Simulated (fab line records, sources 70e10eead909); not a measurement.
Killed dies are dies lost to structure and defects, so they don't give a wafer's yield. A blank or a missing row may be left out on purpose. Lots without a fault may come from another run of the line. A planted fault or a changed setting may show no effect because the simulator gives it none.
fab line records | flow nand_harc
record lots=6 wafers=18 last_day=34
route steps=1302 shown A_DECK1_JOINT@530
lots that met no fault: from a run of the same line without faults
start_h: hours from the record's first day to the start of the lot's first wafer shown | wait_h: hours since the lot's step before | " the same as in the row above | L1.1+2: a row that stands for several wafers | - no value, or no start given | * or withheld: withheld | < > ~ a bound
route shown NAME@n: a module of which the file shows steps, and the number in the route of the first | usual: mean/standard deviation of fault-free wafers | same: alike in all rows | chamber/n: place in a boat | sites: the reading at each site | _std_site: their standard deviation | _edge_site: outer sites' mean less inner sites' | radius_mm: how far each site lies from the wafer's centre | mask NAME#n: copy n | behind: the tool/chamber that last shaped the wafer | hold: why the lot was held/for how many hours/how that ended | device: the transistor (n, p or np) that didn't switch | end of line: the same wafers' tests at the end of the route | a step without rows: its recipe alone | killed: dies lost to structure and defects at the first sort, not the wafer's yield | map: a wafer's dies, x killed, . not, _ none there
set.NAME: the setting as run; set.NAME@STEP: as run at that earlier step | model.NAME: the simulator's own value behind a step, which no gauge read
lots at some steps of the route; a table a step, a row a wafer
services: from which hour (start_h, from the record's first day; less than 0 if before it) a tool's chamber was out of use, for how many hours, and why
## steps
# step NHARC_A_DECK1_JOINT_ETCHBACK_00
# recipe target_depth_a=300 time_s=17.4 hbr_flow_sccm=150 rf_w=350 icp_w=350 bias_w=60 chemistry=HBr
# usual drypump_motor_current_A=5.7/0.38 oes_product_au=1.000/0.012 throttle_valve_pct=23.267/0.0092
# columns lot.wafer tool chamber start_h wait_h drypump_motor_current_A oes_product_au rf_hours_counter_h throttle_valve_pct
L636.2 rie_si-04 1 287.55 0.1 6.3 1.011 0.53 23.243
L636.1 " 2 " " 5.2 0.989 0.66 23.251
L636.5 " 0 " " 5.8 0.976 - 23.274
L646.2 rie_si-02 2 396.48 0.1 5.7 1.018 0.78 23.244
L646.5 " 3 " " 5.9 0.997 - 23.263
L646.6 " 0 " " 5.7 0.988 - 23.251
L649.1 rie_si-02 1 405.54 0.1 5.7 1.002 0.77 23.262
L649.2 " 2 " " 5.7 1.014 0.83 23.281
L649.4 " 3 " " 5.9 0.990 0.70 23.269
L653.1 rie_si-04 0 458.34 0.1 5.8 0.989 0.73 23.261
L653.4 " 2 " " 5.2 1.005 0.68 23.273
L653.5 " 1 " " 6.3 0.985 - 23.273
L654.4 rie_si-06 2 466.72 0.1 5.4 0.982 0.18 23.276
L654.2 " 0 " " 6.2 0.981 0.24 23.266
L654.5 " 2 " " 5.4 0.976 - 23.267
L655.1 rie_si-02 3 488.84 0.1 5.9 1.012 0.21 23.265
L655.4 " 0 " " 5.7 0.966 0.21 23.281
L655.3 " 1 " " 5.7 1.014 0.16 23.269
# step NHARC_A_DECK1_JOINT_PRECLEAN_30
# recipe time_s=* temp_c=50 bath_age_min=0 chemistry=SC1
# step NHARC_A_DECK1_JOINT_SRD_31
# step NHARC_A_DECK1_JOINT_CVD_34
# recipe target_thk_a=200 temp_c=700 pressure_mtorr=300 material=SiNx
# step NHARC_A_DECK1_JOINT_DEP_06
# recipe target_thk_a=800 temp_c=65 material=SiOx
# step NHARC_A_DECK1_JOINT_CURE_26
# recipe temp_c=150 time_s=32 pressure_atm=0.395
# step NHARC_A_DECK1_JOINT_ANNEAL_27
# recipe temp_c=400 time_s=3600 idle_temp_c=300 ramp_up_c_per_min=10 densification_p_h2o_torr=640
# step NHARC_A_DECK1_JOINT_ANNEAL_28
# recipe temp_c=500 time_s=1800 idle_temp_c=400 ramp_up_c_per_min=10 densification_p_h2o_torr=640
# step NHARC_A_DECK1_JOINT_ANNEAL_29
# recipe temp_c=750 time_s=1800 idle_temp_c=500 ramp_up_c_per_min=10 ramp_down_c_per_min=3
# step NHARC_A_DECK1_JOINT_CMP_02
# recipe material=SiOx
# usual motor_current_A=11.8/1.1 retaining_ring_pressure_frac=1.000/0.0054
# columns lot.wafer tool chamber start_h wait_h motor_current_A retaining_ring_pressure_frac
L636.2 cmp-04 2 312.26 0.4 10.8 1.003
L636.1 " 0 " " 11.0 1.006
L636.5 " 3 " " 9.9 0.999
L646.2 cmp-01 0 420.05 0.4 14.1 0.995
L646.5 " 0 " " 13.2 1.000
L646.6 " 1 " " 12.4 0.998
L649.1 cmp-03 3 428.27 0.4 13.1 1.002
L649.4 " 0 " " 11.0 1.000
L649.2 " 2 " " 11.3 1.005
L653.1 cmp-04 3 484.15 0.4 10.1 0.994
L653.4 " 1 " " 11.9 0.998
L653.5 " 3 " " 9.7 1.003
L654.2 cmp-03 3 492.28 0.4 12.8 1.002
L654.4 " 0 " " 10.7 1.003
L654.5 " 2 " " 10.9 0.989
L655.4 cmp-01 1 512.91 0.4 12.6 1.002
L655.1 " 2 " " 13.1 1.003
L655.3 " 0 " " 12.4 1.000
# step NHARC_A_DECK1_JOINT_SRD_15
# step NHARC_A_DECK1_JOINT_DEP_16
# recipe target_thk_a=450 temp_c=400 pressure_torr=6.5 rf_w=900 teos_flow_sccm=161.4 flow_sccm=2650 target_thk_nm=45 gas=O2 material=SiO2
# usual heater_power_w=565/100 throttle_valve_pct=15.7/0.51
# columns lot.wafer tool chamber start_h wait_h heater_power_w throttle_valve_pct
L636.2 pecvd-03 0 312.69 0.1 451 16.4
L636.1 " 1 " " 386 15.7
L636.5 " 0 " " 455 16.5
L646.2 pecvd-03 1 420.69 0.3 416 15.2
L646.5 " 0 " " 474 16.1
L646.6 " 1 " " 424 15.1
L649.1 pecvd-03 0 428.66 0.1 485 16.2
L649.2 " 1 " " 352 15.2
L649.4 " 2 " " 671 15.7
L653.1 pecvd-02 1 484.52 0.1 661 15.4
L653.4 " 1 " " 666 15.6
L653.5 " 2 " " 550 16.4
L654.2 pecvd-02 1 492.65 0.1 753 15.8
L654.4 " 0 " " 611 15.8
L654.5 " 1 " " 726 15.8
L655.3 pecvd-03 2 513.30 0.1 574 15.4
L655.1 " 0 " " 523 16.3
L655.4 " 1 " " 406 15.6
# step NHARC_A_DECK1_JOINT_THK_MEAS_17
# recipe thk_meas_gauge=ellipsometry
# usual thk_nm=45.1/1.3
# columns lot.wafer tool chamber start_h wait_h thk_nm
L636.1 film_metro-01 - 312.94 0.2 44.1
L636.2 " - " " 45.4
L636.5 " - " " 45.9
L646.2 film_metro-02 - 420.91 0.2 44.4
L646.5 " - " " 35.7
L646.6 " - " " 46.1
L649.1 film_metro-01 - 428.94 0.2 41.7
L649.2 " - " " 44.7
L649.4 " - " " 34.8
L653.1 film_metro-02 - 484.80 0.3 46.5
L653.4 " - " " 45.3
L653.5 " - " " 44.9
L654.2 film_metro-01 - 492.91 0.2 45.6
L654.4 " - " " 45.2
L654.5 " - " " 44.2
L655.1 film_metro-02 - 513.58 0.2 43.2
L655.3 " - " " 45.0
L655.4 " - " " 44.8
# step NHARC_A_DECK1_JOINT_INSPECT_05
# usual raw_defect_count=334/110
# columns lot.wafer tool chamber start_h wait_h raw_defect_count
L636.1 defect_inspect-02 - 312.97 0.0 257
L636.2 " - " " 382
L636.5 " - " " 529
L646.2 defect_inspect-01 - 420.95 0.0 251
L646.5 " - " " 171
L646.6 " - " " 189
L649.1 defect_inspect-01 - 428.97 0.0 273
L649.2 " - " " 224
L649.4 " - " " 229
L653.1 defect_inspect-01 - 484.83 0.0 222
L653.4 " - " " 136
L653.5 " - " " 161
L654.2 defect_inspect-02 - 492.94 0.0 383
L654.4 " - " " 372
L654.5 " - " " 466
L655.1 defect_inspect-02 - 513.62 0.0 404
L655.3 " - " " 398
L655.4 " - " " 463
## services
# columns tool chamber start_h hours kind
rie_si-02 3 267.89 3.8 repair
rie_si-02 - 277.00 9.0 pm
cmp-01 - 291.53 4.0 pm
cmp-03 - 306.77 0.3 repair
cmp-04 - 307.00 4.0 pm
rie_si-02 3 312.40 6.1 repair
rie_si-04 - 342.00 9.0 pm
pecvd-02 1 352.32 23.3 repair
cmp-03 - 358.00 4.0 pm
rie_si-04 2 364.32 8.1 repair
pecvd-03 - 366.14 13.0 pm
cmp-04 - 379.95 0.9 repair
cmp-01 - 389.53 4.0 pm
cmp-03 - 400.89 2.4 repair
cmp-04 - 405.00 4.0 pm
pecvd-02 - 408.33 13.0 pm
cmp-03 - 413.92 1.8 repair
cmp-03 - 418.65 2.6 repair
pecvd-02 - 453.86 0.6 repair
rie_si-02 - 454.00 9.0 pm
cmp-03 - 454.05 1.7 repair
cmp-03 - 456.00 4.0 pm
cmp-01 - 487.53 4.0 pm
rie_si-02 0 494.56 9.0 repair
## key
first_sign step=NHARC_A_DECK1_JOINT_THK_MEAS_17 reading=thk_nm direction=down sigmas=7.6 usual=45.1 struck=35.2
effect none on later readings
met_at NHARC_A_DECK1_JOINT_DEP_16
struck_wafers L646.5,L649.4
tester_left_out L646,L649
onset_between 312.69 420.69
fault kind=process_parameter_drift tool=pecvd-03 chamber=- onset_h=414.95 steps=NHARC_A_DECK1_JOINT_DEP_16 channel=target_thk_nm offset=-9.5056 shape=step end_h=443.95 scope=struck_wafers_only acts_in=these_recipes_only stated=45
# tester_left_out: of these lots the tester's yield and bins aren't shown, on N5 and GAA mostly nor the transistor test; their killed dies are dies lost to structure and defects alone, not to doping, threshold or leakage, so they don't give the yield
